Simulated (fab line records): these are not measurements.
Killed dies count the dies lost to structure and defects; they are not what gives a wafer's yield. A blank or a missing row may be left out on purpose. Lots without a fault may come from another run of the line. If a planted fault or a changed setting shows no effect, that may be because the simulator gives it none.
Chamber matching    flow nand_harc    NHARC_A_STAIRCASE_TRIM_12 on rie_diel-04: 4 sister chambers
The step chemistry O2, time 211.2 s. 17 wafers are shown with their chamber, then 8 later ones without.

## EACH WAFER AND ITS CHAMBER
wafer   chamber  drypump_motor_current_A (A)  showerhead_plenum_p_Torr (Torr)  oes_product_au (a.u.)
L511.3  1        6.0                          3.77                             0.963
L511.5  1        6.0                          3.77                             0.976
L511.6  0        5.5                          3.81                             0.990
L512.2  1        6.1                          3.77                             0.977
L512.3  2        5.4                          3.51                             0.993
L512.5  2        5.4                          3.51                             0.999
L516.1  2        5.4                          3.50                             0.985
L516.2  3        5.2                          3.31                             0.999
L516.3  0        5.5                          3.80                             0.983
L520.4  2        5.4                          3.50                             0.994
L520.5  0        5.5                          3.79                             0.984
L522.2  0        5.5                          3.79                             0.983
L522.4  3        5.2                          3.30                             1.023
L523.3  2        5.4                          3.49                             0.998
L523.4  3        5.2                          3.30                             1.026
L523.6  1        6.0                          3.75                             0.990
L530.1  1        6.1                          3.74                             0.960

SIGNATURES, as means of the wafers listed above
reading                   chamber 0  chamber 1  chamber 2  chamber 3  scatter within a chamber
drypump_motor_current_A   5.500      6.040      5.400      5.200      0.0304
showerhead_plenum_p_Torr  3.7975     3.7600     3.5020     3.3033     0.0105
oes_product_au            0.98500    0.97320    0.99380    1.01600    0.00952
Rule: for a wafer and a chamber, the distance is found by dividing, reading by reading, the gap between the wafer's reading and the chamber's mean by the reading's scatter, squaring, summing and taking the root. If the next closest chamber is less than 2 further off than the closest, the wafer can't be placed; otherwise it belongs to the closest. The scatter is the square root of a quotient: the sum, over the shown wafers, of each reading's squared deviation from its chamber's mean, divided by wafers minus chambers.

## WAFERS WITHOUT THEIR CHAMBER
wafer   drypump_motor_current_A (A)  showerhead_plenum_p_Torr (Torr)  oes_product_au (a.u.)
L530.2  5.5                          3.48                             1.014
L530.3  5.5                          3.78                             0.978
L531.1  5.5                          3.77                             0.990
L531.3  5.4                          3.48                             1.016
L531.4  6.1                          3.74                             0.975
L532.2  5.2                          3.80                             0.996
L532.5  6.0                          3.74                             0.983
L532.6  5.4                          3.48                             1.012

## CHAMBER TAKEN BY EACH
wafer    from the rows above   in truth
L530.2   2                     2
L530.3   0                     0
L531.1   0                     0
L531.3   2                     2
L531.4   1                     1
L532.2   0                     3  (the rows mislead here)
L532.5   1                     1
L532.6   2                     2
Correct placement for 7 of the 8. Number that these rows cannot place: 0. Placed wrongly: 1.
